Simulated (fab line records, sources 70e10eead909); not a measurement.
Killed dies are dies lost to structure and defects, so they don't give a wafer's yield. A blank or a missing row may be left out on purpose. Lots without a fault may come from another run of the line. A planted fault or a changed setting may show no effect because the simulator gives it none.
A struck lot beside a sound one | flow nand_harc | 12 steps out of a route of 1302
Sound: wafers L256.2, L256.3, L256.6. Struck: wafers L270.1, L270.3, L270.5. The cause comes at the end.
At each step with rows: each side's tool, then ch and its chambers, then its first start. Under that, the readings that differ: sound wafers | struck wafers | difference of the means | sigmas: that difference in standard deviations of wafers without a fault.
alike: readings whose means differ by less than 2 such deviations, and words and numbers that are the same on both sides. not compared: withheld readings, readings that some wafer has no value for, bounds like >300 that may hide the same value, and numbers for which the record gives no deviation and whose values overlap.
The two part at a step that has a row with sigmas, a row that says differs or no value, or rows on one side only. Numbers that don't overlap but have no deviation are shown without sigmas and don't part them. A reading that every wafer of one side lacks parts them only if that side has two wafers or more.

first, 9 steps without rows for these wafers: NHARC_A_STAIRCASE_DEHYDRATE_433 (time 120 s); NHARC_A_STAIRCASE_HMDS_434 (time 30 s); NHARC_A_STAIRCASE_COAT_435; NHARC_A_STAIRCASE_SOFTBAKE_436 (time 170 s); NHARC_A_STAIRCASE_EBR_437; NHARC_A_STAIRCASE_EXPOSE_438 (exposes mask STAIR REV); NHARC_A_STAIRCASE_PEB_439 (peb time 130 s); NHARC_A_STAIRCASE_DEVELOP_440 (time 140 s); NHARC_A_STAIRCASE_HARDBAKE_442 (time 140 s).
NHARC_A_STAIRCASE_DESCUM_443: chemistry O2, time 3 s.
  sound on rie_diel-01 ch 0,1, day 22 04:11; struck on rie_diel-04 ch 0,3, day 28 04:30
  reading                         | sound          | struck         | difference | sigmas
  showerhead_plenum_p_Torr (Torr) | 1.77 1.84 1.77 | 1.92 2.01 2.01 | +0.19      | +2
  alike: drypump_motor_current_A, oes_product_au, rf_vpp_V, throttle_valve_pct
  not compared: rf_hours_counter_h
NHARC_A_STAIRCASE_ETCH_444: etches the open film in C4F8/O2, target depth 20400 nm, time 6800 s.
  sound on rie_diel-01 ch 2,3, day 22 04:47; struck on rie_diel-04 ch 0,1,3, day 28 04:35
  no value came back on the struck wafers for any of 5 readings (bias_w (W), chamber_pressure_mTorr (mTorr) and others); on the sound wafers bias_w (W) reads 1005.5 996.8 993.6
  not compared: rf_hours_counter_h
-- the record jumps here: 5 days lie between the struck wafers' starts before and after (it left off in module A_STAIRCASE and takes up again in module END, whose first step shown is number 1302 of the route) --
NHARC_END_SORT_01:
  the record has rows for the struck wafers here (prober-02 ch 0, day 33 11:22) and none for the sound ones

WHERE THEY PART
First at NHARC_A_STAIRCASE_DESCUM_443; last, within this record, at NHARC_END_SORT_01.

WHY: what the simulator had put in
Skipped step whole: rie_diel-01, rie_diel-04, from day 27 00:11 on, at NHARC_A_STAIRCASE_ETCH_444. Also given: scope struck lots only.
